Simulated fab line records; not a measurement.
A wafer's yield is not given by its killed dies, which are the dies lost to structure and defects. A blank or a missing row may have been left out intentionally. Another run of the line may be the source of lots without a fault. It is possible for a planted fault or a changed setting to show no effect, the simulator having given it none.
8D (eight disciplines) problem report, filled in by code    flow n5Finfet    the parts of the form that need people (team, actions taken, sign-off) are left out

## 1. THE PROBLEM
biasW at N5_ZERO_LAYER_ETCH_18 reads a mean of 53.30 W on 6 wafers of 2 lots; wafers without a fault read 74.99 W with a standard deviation of 0.21. That is -99 or more standard deviations from the usual mean.
The step: etches Si in HBr/Cl2, target depth 120 nm, time 40 s.
First seen on wafer L629.2, day 6 00:49, on rieSi-02. The record holds 33 wafers of 11 lots with a number at this step. Rule for "out", or "out of limits": more than 4 standard deviations from the usual mean. Any other wafer with a number is counted as sound.

## 2. WHAT IT IS, AND WHAT IT ISN'T
question                     is                      is not
which readings at this step  biasW                   drypumpMotorCurrentA, oesProductAu, throttleValvePct
which lots                   L629, L632              L611, L615, L617, L620, L622, L623, L627, L633, L634
which wafers of those lots   all that have a number  -
read on which tools          rieSi-02                rieSi-01, rieSi-03
when                         from day 6 00:49        up to then (21 sound wafers); but 6 sound wafers of L633, L634 came after

## 3. WHAT RULES OUT EACH SUSPECT
Counting: any tool at a process step up to the reading is kept as a suspect provided that every lot that is out went through it and no sound lot did after the first of them.
- rieSi-02 at N5_ZERO_LAYER_ETCH_18 (etches Si in HBr/Cl2, target depth 120 nm, time 40 s): kept. All lots that are out passed through it, beginning with L629 at day 6 00:49, and no sound lot followed; its final sound lot before that point was L627 at day 5 12:55. On those wafers its own readings are out: biasW.
After counting, what remains is rieSi-02 at N5_ZERO_LAYER_ETCH_18.

## 4. THE CAUSE (what the simulator had put in)
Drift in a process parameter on rieSi-02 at N5_ZERO_LAYER_ETCH_18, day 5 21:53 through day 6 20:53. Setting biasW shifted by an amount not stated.
After counting, this tool was the only one left.

## 5. THE CHAIN OF EFFECTS, in route order
One row per reading whose mean, taken over the struck wafers that have a number, lies over 3 standard deviations from the usual. Only readings whose record carries a usual standard deviation are examined. hours: median over the lots of the time between each lot's start at the first step of this table that gives one and its start at this step. sigmas: the change, counted in usual standard deviations.
hours  step                   reading  usual    on struck wafers  change  sigmas
0      N5_ZERO_LAYER_ETCH_18  biasW    74.99 W  53.30             -21.69  -99 or more
It contains these process steps:
- N5_ZERO_LAYER_ETCH_18: etches Si in HBr/Cl2, target depth 120 nm, time 40 s.

## 6. WHAT WOULD HAVE CAUGHT IT SOONER
In this record no reading fell out of limits until day 6 00:49, 3 hours after the fault had begun at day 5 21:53.
